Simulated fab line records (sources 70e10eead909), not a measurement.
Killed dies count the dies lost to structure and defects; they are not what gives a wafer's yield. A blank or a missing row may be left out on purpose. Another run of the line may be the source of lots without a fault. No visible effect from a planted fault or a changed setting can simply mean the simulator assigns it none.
Chamber matching / flow nandHarc / rieDiel-12 running NHARC_A_CHANNEL_HOLE_D2_ETCH_34: 4 sister chambers
The step etches the open film in CF4/CHF3, target depth 154 nm, time 77 s. 14 wafers are shown with their chamber, then 6 later ones without.

== WAFERS WITH THEIR CHAMBER ==
wafer=L701.2; chamber=1; drypumpMotorCurrentA (A)=6.2; showerheadPlenumPTorr (Torr)=1.56; rfVppV (V)=370.5
wafer=L701.5; chamber=0; drypumpMotorCurrentA (A)=5.5; showerheadPlenumPTorr (Torr)=1.65; rfVppV (V)=373.7
wafer=L701.6; chamber=3; drypumpMotorCurrentA (A)=5.9; showerheadPlenumPTorr (Torr)=1.51; rfVppV (V)=368.1
wafer=L700.1; chamber=0; drypumpMotorCurrentA (A)=5.5; showerheadPlenumPTorr (Torr)=1.65; rfVppV (V)=373.0
wafer=L700.2; chamber=3; drypumpMotorCurrentA (A)=5.9; showerheadPlenumPTorr (Torr)=1.51; rfVppV (V)=367.8
wafer=L700.5; chamber=2; drypumpMotorCurrentA (A)=5.1; showerheadPlenumPTorr (Torr)=1.50; rfVppV (V)=368.8
wafer=L704.4; chamber=2; drypumpMotorCurrentA (A)=5.1; showerheadPlenumPTorr (Torr)=1.50; rfVppV (V)=369.1
wafer=L706.3; chamber=3; drypumpMotorCurrentA (A)=5.9; showerheadPlenumPTorr (Torr)=1.51; rfVppV (V)=367.0
wafer=L713.4; chamber=1; drypumpMotorCurrentA (A)=6.2; showerheadPlenumPTorr (Torr)=1.55; rfVppV (V)=368.4
wafer=L713.5; chamber=0; drypumpMotorCurrentA (A)=5.5; showerheadPlenumPTorr (Torr)=1.65; rfVppV (V)=371.1
wafer=L713.6; chamber=1; drypumpMotorCurrentA (A)=6.3; showerheadPlenumPTorr (Torr)=1.55; rfVppV (V)=370.6
wafer=L719.3; chamber=3; drypumpMotorCurrentA (A)=5.9; showerheadPlenumPTorr (Torr)=1.50; rfVppV (V)=366.8
wafer=L719.5; chamber=0; drypumpMotorCurrentA (A)=5.5; showerheadPlenumPTorr (Torr)=1.65; rfVppV (V)=373.8
wafer=L719.6; chamber=3; drypumpMotorCurrentA (A)=5.9; showerheadPlenumPTorr (Torr)=1.50; rfVppV (V)=368.4

SIGNATURES, as means of the wafers listed above
reading=drypumpMotorCurrentA; chamber 0=5.500; chamber 1=6.233; chamber 2=5.100; chamber 3=5.900; scatter within a chamber=0.0258
reading=showerheadPlenumPTorr; chamber 0=1.6500; chamber 1=1.5533; chamber 2=1.5000; chamber 3=1.5060; scatter within a chamber=0.00432
reading=rfVppV; chamber 0=372.900; chamber 1=369.833; chamber 2=368.950; chamber 3=367.620; scatter within a chamber=0.988
Rule: for each reading, subtract the chamber's mean from the wafer's reading, divide by that reading's scatter and square the result; add these up over the readings and take the root, which gives the wafer's distance from the chamber. The wafer belongs to the nearest chamber; if the next one is less than 2 further off, it can't be placed. The scatter: take each reading less its chamber's mean, square it, sum over the shown wafers, divide by the number of wafers less the number of chambers, and take the root.

== WAFERS WHOSE CHAMBER IS MISSING ==
wafer=L720.2; drypumpMotorCurrentA (A)=5.9; showerheadPlenumPTorr (Torr)=1.50; rfVppV (V)=368.2
wafer=L720.4; drypumpMotorCurrentA (A)=5.5; showerheadPlenumPTorr (Torr)=1.65; rfVppV (V)=372.7
wafer=L720.6; drypumpMotorCurrentA (A)=6.2; showerheadPlenumPTorr (Torr)=1.55; rfVppV (V)=368.8
wafer=L722.1; drypumpMotorCurrentA (A)=6.3; showerheadPlenumPTorr (Torr)=1.55; rfVppV (V)=370.0
wafer=L722.2; drypumpMotorCurrentA (A)=5.9; showerheadPlenumPTorr (Torr)=1.50; rfVppV (V)=368.8
wafer=L722.6; drypumpMotorCurrentA (A)=5.1; showerheadPlenumPTorr (Torr)=1.50; rfVppV (V)=367.8

== CHAMBER TAKEN BY EACH ==
wafer=L720.2; from the rows above=3; in truth=3
wafer=L720.4; from the rows above=0; in truth=0
wafer=L720.6; from the rows above=1; in truth=1
wafer=L722.1; from the rows above=1; in truth=1
wafer=L722.2; from the rows above=3; in truth=3
wafer=L722.6; from the rows above=2; in truth=2
Correct placement for 6 of the 6. Can't be placed from these rows: 0. Wrongly placed: 0.
